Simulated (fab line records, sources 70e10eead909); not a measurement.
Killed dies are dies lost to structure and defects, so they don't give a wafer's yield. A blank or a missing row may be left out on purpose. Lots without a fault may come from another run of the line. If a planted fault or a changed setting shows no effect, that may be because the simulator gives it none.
Chamber matching / flow nand-harc / NHARC_A_SGD_CUT_ETCH_58 on rie-diel-04 has 4 sister chambers
The step etches the open film in CF4, target depth 39 nm, time 65 s. 16 wafers are shown with their chamber, then 8 later ones without.

## EACH WAFER AND ITS CHAMBER
wafer=L075.2; chamber=0; showerhead-plenum-p-Torr (Torr)=1.77; drypump-motor-current-A (A)=5.8; throttle-valve-pct (%)=13.281
wafer=L075.3; chamber=1; showerhead-plenum-p-Torr (Torr)=1.65; drypump-motor-current-A (A)=5.6; throttle-valve-pct (%)=13.316
wafer=L075.5; chamber=2; showerhead-plenum-p-Torr (Torr)=1.72; drypump-motor-current-A (A)=6.3; throttle-valve-pct (%)=13.283
wafer=L077.1; chamber=3; showerhead-plenum-p-Torr (Torr)=1.72; drypump-motor-current-A (A)=5.7; throttle-valve-pct (%)=13.275
wafer=L077.2; chamber=2; showerhead-plenum-p-Torr (Torr)=1.72; drypump-motor-current-A (A)=6.3; throttle-valve-pct (%)=13.259
wafer=L077.3; chamber=1; showerhead-plenum-p-Torr (Torr)=1.65; drypump-motor-current-A (A)=5.6; throttle-valve-pct (%)=13.284
wafer=L079.1; chamber=3; showerhead-plenum-p-Torr (Torr)=1.72; drypump-motor-current-A (A)=5.7; throttle-valve-pct (%)=13.273
wafer=L079.2; chamber=1; showerhead-plenum-p-Torr (Torr)=1.65; drypump-motor-current-A (A)=5.5; throttle-valve-pct (%)=13.282
wafer=L079.4; chamber=0; showerhead-plenum-p-Torr (Torr)=1.77; drypump-motor-current-A (A)=5.7; throttle-valve-pct (%)=13.281
wafer=L080.1; chamber=0; showerhead-plenum-p-Torr (Torr)=1.77; drypump-motor-current-A (A)=5.7; throttle-valve-pct (%)=13.293
wafer=L080.3; chamber=3; showerhead-plenum-p-Torr (Torr)=1.72; drypump-motor-current-A (A)=5.8; throttle-valve-pct (%)=13.279
wafer=L080.5; chamber=1; showerhead-plenum-p-Torr (Torr)=1.65; drypump-motor-current-A (A)=5.5; throttle-valve-pct (%)=13.286
wafer=L081.1; chamber=2; showerhead-plenum-p-Torr (Torr)=1.72; drypump-motor-current-A (A)=6.3; throttle-valve-pct (%)=13.282
wafer=L081.3; chamber=1; showerhead-plenum-p-Torr (Torr)=1.65; drypump-motor-current-A (A)=5.6; throttle-valve-pct (%)=13.288
wafer=L081.4; chamber=0; showerhead-plenum-p-Torr (Torr)=1.77; drypump-motor-current-A (A)=5.7; throttle-valve-pct (%)=13.292
wafer=L090.3; chamber=3; showerhead-plenum-p-Torr (Torr)=1.71; drypump-motor-current-A (A)=5.7; throttle-valve-pct (%)=13.274

SIGNATURES (means of the wafers above)
reading=showerhead-plenum-p-Torr; chamber 0=1.7700; chamber 1=1.6500; chamber 2=1.7200; chamber 3=1.7175; scatter within a chamber=0.0025
reading=drypump-motor-current-A; chamber 0=5.725; chamber 1=5.560; chamber 2=6.300; chamber 3=5.725; scatter within a chamber=0.0474
reading=throttle-valve-pct; chamber 0=13.28675; chamber 1=13.29120; chamber 2=13.27467; chamber 3=13.27525; scatter within a chamber=0.0105
Rule: a wafer's distance from a chamber is the root of the sum, over the readings, of the square of ((its reading less the chamber's mean) divided by the reading's scatter). If the next closest chamber is less than 2 further off than the closest, the wafer can't be placed; otherwise it belongs to the closest. The scatter: the root of (the sum of the squares of (reading less its chamber's mean) over the shown wafers, divided by (wafers less chambers)).

## WAFERS WHOSE CHAMBER IS MISSING
wafer=L090.4; showerhead-plenum-p-Torr (Torr)=1.77; drypump-motor-current-A (A)=5.7; throttle-valve-pct (%)=13.280
wafer=L090.6; showerhead-plenum-p-Torr (Torr)=1.77; drypump-motor-current-A (A)=5.7; throttle-valve-pct (%)=13.268
wafer=L093.2; showerhead-plenum-p-Torr (Torr)=1.65; drypump-motor-current-A (A)=5.5; throttle-valve-pct (%)=13.309
wafer=L093.5; showerhead-plenum-p-Torr (Torr)=1.77; drypump-motor-current-A (A)=5.8; throttle-valve-pct (%)=13.276
wafer=L093.6; showerhead-plenum-p-Torr (Torr)=1.71; drypump-motor-current-A (A)=5.7; throttle-valve-pct (%)=13.270
wafer=L096.1; showerhead-plenum-p-Torr (Torr)=1.71; drypump-motor-current-A (A)=5.7; throttle-valve-pct (%)=13.283
wafer=L096.2; showerhead-plenum-p-Torr (Torr)=1.77; drypump-motor-current-A (A)=5.8; throttle-valve-pct (%)=13.301
wafer=L096.3; showerhead-plenum-p-Torr (Torr)=1.72; drypump-motor-current-A (A)=6.4; throttle-valve-pct (%)=13.277

## CHAMBER TAKEN BY EACH
wafer=L090.4; from the rows above=0; in truth=0
wafer=L090.6; from the rows above=0; in truth=0
wafer=L093.2; from the rows above=1; in truth=1
wafer=L093.5; from the rows above=0; in truth=0
wafer=L093.6; from the rows above=3; in truth=3
wafer=L096.1; from the rows above=3; in truth=3
wafer=L096.2; from the rows above=0; in truth=0
wafer=L096.3; from the rows above=2; in truth=2
8 of 8 placed correctly. Left unplaced by these rows: 0. Wrongly placed: 0.
